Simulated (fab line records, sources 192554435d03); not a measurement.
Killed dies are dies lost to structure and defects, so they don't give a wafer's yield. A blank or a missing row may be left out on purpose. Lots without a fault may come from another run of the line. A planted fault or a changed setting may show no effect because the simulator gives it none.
Chamber matching | flow n5_finfet | N5_GATE_CUT_SAC_CAP_01 on ald_sin-04: 4 sister chambers
The step material SiNx, target thk 24 nm, pulse time 1 s, ald cycles 480. 8 wafers are shown with their chamber, then 10 later ones without.

WAFERS WITH THEIR CHAMBER
wafer  | chamber | heater_power_w (W) | precursor_pulse_height_rel
L081.4 | 1       | 979                | 1.028
L084.2 | 2       | 733                | 1.030
L086.4 | 0       | 884                | 0.987
L088.2 | 3       | 893                | 1.010
L088.4 | 0       | 868                | 1.032
L088.5 | 1       | 986                | 0.993
L091.1 | 2       | 748                | 1.025
L091.2 | 3       | 902                | 1.007

WAFERS WITHOUT THEIR CHAMBER
wafer  | heater_power_w (W) | precursor_pulse_height_rel
L091.3 | 886                | 1.001
L093.2 | 889                | 0.980
L093.3 | 1005               | 0.967
L093.4 | 900                | 1.013
L094.1 | 977                | 1.026
L094.2 | 879                | 1.020
L094.3 | 770                | 0.979
L094.4 | 882                | 1.013
L094.5 | 871                | 1.009
L094.6 | 775                | 1.027

WHICH CHAMBER EACH WENT THROUGH
wafer  | from the rows above     | in truth
L091.3 | can't be placed: 0 or 3 | 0
L093.2 | can't be placed: 3 or 0 | 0
L093.3 | 1                       | 1
L093.4 | 3                       | 3
L094.1 | 1                       | 1
L094.2 | can't be placed: 0 or 3 | 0
L094.3 | 2                       | 2
L094.4 | can't be placed: 0 or 3 | 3
L094.5 | 0                       | 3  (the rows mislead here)
L094.6 | 2                       | 2
Placed correctly: 5 of 10. Can't be placed from these rows: 4 (the true chamber is among the candidates in 4). Placed wrongly: 1.
How it was worked out, from the rows above alone: a wafer's distance from a chamber is the root of the sum, over the readings, of the square of ((its reading less the chamber's mean) divided by the reading's scatter). The wafer belongs to the nearest chamber; if the next one is less than 2 further off, it can't be placed. A chamber's mean is the mean of its shown wafers. The scatter: the root of (the sum of the squares of (reading less its chamber's mean) over the shown wafers, divided by (wafers less chambers)).
